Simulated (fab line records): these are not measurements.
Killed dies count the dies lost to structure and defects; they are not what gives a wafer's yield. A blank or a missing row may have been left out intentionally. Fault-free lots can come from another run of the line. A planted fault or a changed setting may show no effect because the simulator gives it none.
The same fault as seen by 3 desks	flow n5_finfet	what lay behind the numbers comes last; until then each desk has only its own

== THE METROLOGY DESK ==
What the gauges read for every lot (on any tool): the sampled wafers with a number, averaged. Any lot whose mean is over 4 standard deviations away from the usual mean is out of limits and marked OUT; that distance is given in the brackets.
Columns: A = cd_nm at N5_BEOL_M6_CD_MEAS_28, usual 39.99 nm; B = V5_OVL at N5_BEOL_M6_OVL_MEAS_29, usual -0.2 nm
lot	first seen here	A	B
L407	day 8 17:34	40.37	0.1
L416	day 11 01:43	40.19	-0.8
L422	day 12 14:54	40.06	-0.5
L428	day 14 14:05	40.14	1.0
L429	day 15 00:26	39.85	-0.2
Finding of this desk: none of the 5 lots has anything out of limits.

== DESK OF THE TOOL OWNER: rie_diel-06 ==
The tool's own readings at N5_BEOL_M6_VIA_ETCH_34 (etches SiCOH lowk in C4F6/O2, target depth 126.3 nm, time 50.9 s): means of the sampled wafers that have a number, for each lot that ran on this tool. Any lot whose mean is over 4 standard deviations away from the usual mean is out of limits and marked OUT; that distance is given in the brackets.
Columns: A = drypump_motor_current_A at N5_BEOL_M6_VIA_ETCH_34, usual 5.6 A; B = oes_product_au at N5_BEOL_M6_VIA_ETCH_34, usual 0.82 a.u.; C = rf_vpp_V at N5_BEOL_M6_VIA_ETCH_34, usual 663 V; D = run_length_s at N5_BEOL_M6_VIA_ETCH_34, usual 74.4 s; E = showerhead_plenum_p_Torr at N5_BEOL_M6_VIA_ETCH_34, usual 2.89 Torr; F = throttle_valve_pct at N5_BEOL_M6_VIA_ETCH_34, usual 20.93 %
lot	first seen here	A	B	C	D	E	F
L416	day 11 02:01	5.6	0.88	664	76.6 (+4.2) OUT	2.97	21.01
L428	day 14 14:24	5.9	0.88	660	74.3	2.90	20.96
L429	day 15 01:02	5.4	0.84	668	74.6	2.92	21.06
This desk finds L416 out of limits, L416 being first, at day 11 02:01 (run_length_s at N5_BEOL_M6_VIA_ETCH_34). Within limits: L428, L429.

== THE DEFECT DESK ==
Lot by lot, what the route's inspections counted, given as the mean of those sampled wafers with a number. Any lot whose mean is over 4 standard deviations away from the usual mean is out of limits and marked OUT; that distance is given in the brackets.
Columns: A = raw_defect_count at N5_BEOL_M6_INSPECT_30, usual 397
lot	first seen here	A
L407	day 8 17:39	312
L416	day 11 01:49	373
L422	day 12 14:59	416
L428	day 14 14:11	366
L429	day 15 00:31	512
Finding of this desk: none of the 5 lots has anything out of limits.

== BROUGHT TOGETHER ==
The tool owner's desk had the chance to raise an alarm at day 11 02:01 on L416.
Metrology desk: nothing out of limits seen.
No out-of-limits result turned up at the defect desk.
The metrology desk holds a record of L416, inside its limits.
The defect desk has L416 on record, within its limits.
Every lot named ran N5_BEOL_M6_VIA_ETCH_34 on rie_diel-06.

== WHAT HAD BEEN PUT IN BY THE SIMULATOR ==
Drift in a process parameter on rie_diel-06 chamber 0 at N5_BEOL_M6_VIA_ETCH_34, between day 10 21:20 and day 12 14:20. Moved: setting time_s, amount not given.
Lots struck among those shown: L416.
How many hours passed from the start of the fault until each desk's first out-of-limits reading: the tool owner's desk, 5.
